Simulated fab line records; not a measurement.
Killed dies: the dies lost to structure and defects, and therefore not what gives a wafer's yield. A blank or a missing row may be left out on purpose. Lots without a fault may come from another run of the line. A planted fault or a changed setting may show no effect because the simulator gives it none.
Lot-split experiment + flow n5_finfet + route with 1938 steps; 7 lots, 39 wafers read

== SPLIT DETAILS ==
At N5_BEOL_M3_DEP_57 (deposits SiCN from 3MS/NH3, target thk 8 nm, time 14 s), the setting time_s was moved away from the recipe's 14 s on 9 of the 39 wafers read, by -17.4% to +60.0%. For the rest of the wafers, this setting stayed at what the recipe calls for.

The reading is taken at the split's own step.

== THE READING ==
SiCN_of_BEOL_M3_DEP_57.thk_nm (the simulator's own value, which no gauge read), in nm, at N5_BEOL_M3_DEP_57 (deposits SiCN from 3MS/NH3, target thk 8 nm, time 14 s). The file gives no usual value for it. Across the 30 wafers here that went through the recipe, the average is 8.0 nm and the standard deviation 0.19 nm.

| wafer  | tool, chamber at the split | time_s as run, s | against the recipe | SiCN_of_BEOL_M3_DEP_57.thk_nm, nm | against lot-mates on the recipe |
|--------|----------------------------|------------------|--------------------|-----------------------------------|---------------------------------|
| L074.2 | pecvd-03, 1                | 14               | recipe             | 7.8                               | -                               |
| L074.3 | pecvd-03, 2                | 14               | recipe             | 7.6                               | -                               |
| L074.6 | pecvd-03, 0                | 14               | recipe             | 8                                 | -                               |
| L075.1 | pecvd-03, 1                | 14               | recipe             | 7.8                               | -                               |
| L075.2 | pecvd-03, 2,0,0,1,2        | 14               | recipe             | 8                                 | -                               |
| L075.3 | pecvd-03, 2,0,0,1,2        | 14               | recipe             | 8                                 | -                               |
| L075.4 | pecvd-03, 2,0,0,1,2        | 14               | recipe             | 8                                 | -                               |
| L075.5 | pecvd-03, 2,0,0,1,2        | 14               | recipe             | 8                                 | -                               |
| L075.6 | pecvd-03, 2,0,0,1,2        | 14               | recipe             | 8                                 | -                               |
| L082.1 | pecvd-01, 1                | 14               | recipe             | 7.8                               | -                               |
| L082.2 | pecvd-01, 0                | 14               | recipe             | 7.4                               | -                               |
| L082.3 | pecvd-01, 2,1,2            | 14               | recipe             | 8                                 | -                               |
| L082.4 | pecvd-01, 2,1,2            | 14               | recipe             | 8                                 | -                               |
| L082.5 | pecvd-01, 2,1,2            | 14               | recipe             | 8                                 | -                               |
| L082.6 | pecvd-01, 0                | 14               | recipe             | 7.6                               | -                               |
| L084.1 | pecvd-02, 2                | 14               | recipe             | 7.8                               | -                               |
| L084.2 | pecvd-02, 1,0,2            | 14               | recipe             | 8                                 | -                               |
| L084.3 | pecvd-02, 1,0,2            | 14               | recipe             | 8                                 | -                               |
| L084.4 | pecvd-02, 1,0,2            | 14               | recipe             | 8                                 | -                               |
| L084.5 | pecvd-02, 0,1              | 14               | recipe             | 8.2                               | -                               |
| L084.6 | pecvd-02, 0,1              | 14               | recipe             | 8.2                               | -                               |
| L087.1 | pecvd-01, 0                | 17.61            | +25.8%             | 9.6                               | +1.6                            |
| L087.2 | pecvd-01, 1                | 17.61            | +25.8%             | 9.8                               | +1.8                            |
| L087.3 | pecvd-01, 2                | 17.61            | +25.8%             | 10                                | +2.0                            |
| L087.4 | pecvd-01, 2                | 14               | recipe             | 8.2                               | -                               |
| L087.5 | pecvd-01, 1                | 14               | recipe             | 8                                 | -                               |
| L087.6 | pecvd-01, 0                | 14               | recipe             | 7.8                               | -                               |
| L090.1 | pecvd-02, 0                | 14               | recipe             | 8                                 | -                               |
| L090.2 | pecvd-02, 2,1              | 22.4             | +60.0%             | 12.6                              | +4.5                            |
| L090.3 | pecvd-02, 2,1              | 22.4             | +60.0%             | 12.6                              | +4.5                            |
| L090.4 | pecvd-02, 2,0              | 14               | recipe             | 8.2                               | -                               |
| L090.6 | pecvd-02, 2,0              | 14               | recipe             | 8.2                               | -                               |
| L090.5 | pecvd-02, 1                | 22.4             | +60.0%             | 12.8                              | +4.7                            |
| L093.1 | pecvd-02, 2,1,0            | 11.56            | -17.4%             | 6.6                               | -1.5                            |
| L093.3 | pecvd-02, 2,1,0            | 11.56            | -17.4%             | 6.6                               | -1.5                            |
| L093.4 | pecvd-02, 2,1,0            | 11.56            | -17.4%             | 6.6                               | -1.5                            |
| L093.2 | pecvd-02, 0,2              | 14               | recipe             | 8                                 | -                               |
| L093.5 | pecvd-02, 0,2              | 14               | recipe             | 8                                 | -                               |
| L093.6 | pecvd-02, 1                | 14               | recipe             | 8.2                               | -                               |
If several chambers appear in one row, that row covers several wafers at once and the file leaves open which wafer was in which chamber.

FIT RESULTS
A straight line over all 39 wafers: SiCN_of_BEOL_M3_DEP_57.thk_nm changes by +0.0775 nm for each +1% of time_s; r = +0.99; the points scatter about the line by 0.18 nm.
The same after taking each lot's own level away (the mean of its wafers on the recipe; 39 wafers): +0.0756 nm for each +1%; r = +0.99; scatter 0.16 nm.
The reading moves by 4.5 nm for the largest change in time_s, on that fit.
From 7.80 to 8.13 nm: that is the span of the lots' own levels, equal to 1.8 times the standard deviation above.
Hence the lot-to-lot level has little effect on the slope; both slopes agree.
Check: for one of the wafers moved furthest among these (+60.0%), held out of the fit, the line's prediction against its lot-mates is +4.53 nm. Against them it came out at +4.47 nm.

== OTHER SPLITS ON THESE WAFERS ==
Note: prior to the reading, these wafers also went through further splits. Each is held against what the fit with the lots' levels taken away leaves over:
| other split on the same wafers       | wafers away from the commonest value | r with SiCN_of_BEOL_M3_DEP_57.thk_nm (lot level and that fit taken away) |
|--------------------------------------|--------------------------------------|--------------------------------------------------------------------------|
| N5_SD_EPI_N_ETCH_35 time_s           | 12                                   | +0.14                                                                    |
| N5_HKMG_FIN_CVD_62 target_thk_a      | 15                                   | -0.08                                                                    |
| N5_MOL_CONTACT_COAG_DESCUM_45 time_s | 18                                   | -0.02                                                                    |
| N5_BEOL_M2_DESCUM_33 time_s          | 15                                   | -0.18                                                                    |

== THE FILE'S OWN FIT ==
SiCN_of_BEOL_M3_DEP_57.thk_nm changes by +0.0753 nm for each +1% of time_s, r = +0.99.
